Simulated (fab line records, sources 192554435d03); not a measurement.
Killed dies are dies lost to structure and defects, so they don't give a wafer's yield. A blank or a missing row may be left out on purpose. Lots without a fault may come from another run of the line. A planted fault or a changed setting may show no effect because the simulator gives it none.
Chamber matching | flow n5_finfet | N5_HKMG_FIN_CMP_23 on cmp-01: 4 sister chambers
The step polishes, stops on SiNx, t overpolish 10 s, target thk 46.326 nm. 8 wafers are shown with their chamber, then 7 later ones without.

WAFERS WITH THEIR CHAMBER
wafer  | chamber | motor_current_A (A) | overpolish_run_s (s)
L077.3 | 0       | 14.7                | 9.994
L077.4 | 1       | 10.7                | 9.997
L078.5 | 2       | 13.3                | 9.998
L082.1 | 3       | 13.5                | 9.999
L082.4 | 1       | 11.6                | 9.993
L082.6 | 2       | 12.4                | 9.992
L085.3 | 0       | 15.0                | 9.997
L085.5 | 3       | 13.3                | 10.010

WAFERS WITHOUT THEIR CHAMBER
wafer  | motor_current_A (A) | overpolish_run_s (s)
L085.6 | 14.8                | 9.996
L092.2 | 10.5                | 9.999
L092.4 | 14.6                | 10.000
L092.5 | 10.5                | 9.993
L097.3 | 13.3                | 9.994
L097.4 | 15.8                | 10.004
L097.6 | 14.6                | 10.007

WHICH CHAMBER EACH WENT THROUGH
wafer  | from the rows above     | in truth
L085.6 | 0                       | 0
L092.2 | 1                       | 1
L092.4 | can't be placed: 0 or 3 | 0
L092.5 | 1                       | 1
L097.3 | can't be placed: 2 or 3 | 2
L097.4 | 0                       | 0
L097.6 | can't be placed: 0 or 3 | 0
Placed correctly: 4 of 7. Can't be placed from these rows: 3 (the true chamber is among the candidates in 3). Placed wrongly: 0.
How it was worked out, from the rows above alone: a wafer's distance from a chamber is the root of the sum, over the readings, of the square of ((its reading less the chamber's mean) divided by the reading's scatter). The wafer belongs to the nearest chamber; if the next one is less than 2 further off, it can't be placed. A chamber's mean is the mean of its shown wafers. The scatter: the root of (the sum of the squares of (reading less its chamber's mean) over the shown wafers, divided by (wafers less chambers)).
